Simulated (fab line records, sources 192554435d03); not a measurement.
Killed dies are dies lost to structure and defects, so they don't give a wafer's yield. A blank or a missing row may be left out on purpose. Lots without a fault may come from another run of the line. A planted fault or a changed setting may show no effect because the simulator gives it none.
Split-lot experiment | flow n5_finfet | 7 lots, 39 wafers read, on a route of 1938 steps

THE SPLIT
At N5_PASSIVATION_PASS_ETCH_74 (etches SiNx in CF4/O2, target depth 220 nm, time 110 s), the setting target_depth_a was moved away from the recipe's 2200 angstrom on 18 of the 39 wafers read, by -31.8% to +56.5%. The other wafers ran this setting at the recipe's value.

The file shows no step between the split and the reading.

THE READING
TV_OPEN.cd_offset_nm (the simulator's own value, which no gauge read), in nm, at N5_PASSIVATION_VIA_ETCH_13 (etches SiO2 in CHF3/O2, target depth 660 nm, time 330 s). The file gives no usual value for it. The 21 wafers here that ran the recipe average 1.6 nm, standard deviation 0.45 nm.

wafer  | tool, chamber at the split | target_depth_a as run, angstrom | against the recipe | TV_OPEN.cd_offset_nm, nm | against lot-mates on the recipe
L074.1 | rie_diel-01, 3             | 2200                            | recipe             | 2.2                      | -
L074.2 | rie_diel-01, 1             | 3444                            | +56.5%             | -4.6                     | -6.7
L074.3 | rie_diel-01, 0             | 2200                            | recipe             | 1.6                      | -
L074.4 | rie_diel-01, 2             | 3444                            | +56.5%             | -3.4                     | -5.5
L074.5 | rie_diel-01, 1             | 3444                            | +56.5%             | -4.2                     | -6.3
L074.6 | rie_diel-01, 2             | 2200                            | recipe             | 2.4                      | -
L082.1 | rie_diel-02, 2             | 2200                            | recipe             | 1.4                      | -
L082.2 | rie_diel-02, 1             | 2200                            | recipe             | 2.2                      | -
L082.4 | rie_diel-02, 3             | 2200                            | recipe             | 2                        | -
L085.1 | rie_diel-05, 1             | 2200                            | recipe             | 1.8                      | -
L085.2 | rie_diel-05, 3             | 2200                            | recipe             | 1.6                      | -
L085.3 | rie_diel-05, 2             | 3243                            | +47.4%             | -2.8                     | -4.3
L085.4 | rie_diel-05, 0             | 2200                            | recipe             | 1.2                      | -
L085.5 | rie_diel-05, 2             | 3243                            | +47.4%             | -3.2                     | -4.7
L085.6 | rie_diel-05, 1             | 3243                            | +47.4%             | -3.2                     | -4.7
L091.1 | rie_diel-02, 0             | 2200                            | recipe             | 1.6                      | -
L091.2 | rie_diel-02, 3             | 2200                            | recipe             | 2                        | -
L091.4 | rie_diel-02, 3             | 2200                            | recipe             | 2                        | -
L091.3 | rie_diel-02, 1             | 2918                            | +32.6%             | -1.6                     | -3.5
L091.5 | rie_diel-02, 1             | 2918                            | +32.6%             | -1.6                     | -3.5
L091.6 | rie_diel-02, 0             | 2918                            | +32.6%             | -1.4                     | -3.3
L090.1 | rie_diel-05, 0             | 2200                            | recipe             | 0.6                      | -
L090.2 | rie_diel-05, 1             | 1500                            | -31.8%             | 4.2                      | +3.1
L090.3 | rie_diel-05, 2             | 1500                            | -31.8%             | 4.2                      | +3.1
L090.6 | rie_diel-05, 0             | 1500                            | -31.8%             | 4.2                      | +3.1
L090.4 | rie_diel-05, 3             | 2200                            | recipe             | 1.2                      | -
L090.5 | rie_diel-05, 3             | 2200                            | recipe             | 1.4                      | -
L095.1 | rie_diel-05, 0             | 2200                            | recipe             | 1                        | -
L095.2 | rie_diel-05, 2             | 2200                            | recipe             | 2                        | -
L095.3 | rie_diel-05, 3             | 2200                            | recipe             | 1.8                      | -
L095.4 | rie_diel-05, 1             | 1716                            | -22.0%             | 3.8                      | +2.2
L095.6 | rie_diel-05, 1             | 1716                            | -22.0%             | 3.8                      | +2.2
L095.5 | rie_diel-05, 2             | 1716                            | -22.0%             | 3.6                      | +2.0
L097.1 | rie_diel-05, 0             | 2200                            | recipe             | 1                        | -
L097.2 | rie_diel-05, 3             | 1608                            | -26.9%             | 4.8                      | +3.5
L097.3 | rie_diel-05, 1             | 1608                            | -26.9%             | 4.2                      | +2.9
L097.4 | rie_diel-05, 2             | 2200                            | recipe             | 1.6                      | -
L097.5 | rie_diel-05, 0             | 2200                            | recipe             | 1.4                      | -
L097.6 | rie_diel-05, 1             | 1608                            | -26.9%             | 4                        | +2.7

THE FIT
A straight line over all 39 wafers: TV_OPEN.cd_offset_nm changes by -0.0968 nm for each +1% of target_depth_a; r = -0.99; the points scatter about the line by 0.41 nm.
The same after taking each lot's own level away (the mean of its wafers on the recipe; 39 wafers): -0.103 nm for each +1%; r = -0.99; scatter 0.33 nm.
On that fit, the largest move of target_depth_a shifts the reading by 5.8 nm.
The lots' own levels span 1.07 to 2.07 nm, that is 2.2 times the standard deviation above.
So the lot-to-lot level changes the slope little: the two slopes agree.
Check: with one of the wafers moved furthest among these (+56.5%) left out of the fit, the line predicts -5.73 nm for it against its lot-mates. It came out at -6.67 nm against them.

OTHER SPLITS ON THESE WAFERS
These wafers also went through other splits before the reading. Each is held against what the fit with the lots' levels taken away leaves over:
other split on the same wafers  | wafers away from the commonest value | r with TV_OPEN.cd_offset_nm (lot level and that fit taken away)
N5_BEOL_M12_ILD_DEP_00 time_s   | 15                                   | -0.12
N5_BEOL_M14_DEP_53 target_thk_a | 12                                   | +0.20

THE WHOLE CHAIN: every reading that the file lists as answering this split, in the file's order
step                        | what it does                                            | reading                                                               | change (the file's fit)                | r (the file's)
N5_PASSIVATION_PASS_ETCH_74 | etches SiNx in CF4/O2, target depth 220 nm, time 110 s  | etch.depth_nm (the simulator's own value, which no gauge read)        | +2.24 nm for each +1% of the setting   | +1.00
N5_PASSIVATION_PASS_ETCH_74 | etches SiNx in CF4/O2, target depth 220 nm, time 110 s  | TV_OPEN.cd_offset_nm (the simulator's own value, which no gauge read) | -0.0983 nm for each +1% of the setting | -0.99
N5_PASSIVATION_VIA_ETCH_13  | etches SiO2 in CHF3/O2, target depth 660 nm, time 330 s | TV_OPEN.cd_offset_nm (the simulator's own value, which no gauge read) | -0.103 nm for each +1% of the setting  | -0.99

THE FILE'S OWN FIT
TV_OPEN.cd_offset_nm changes by -0.103 nm for each +1% of target_depth_a, r = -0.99.
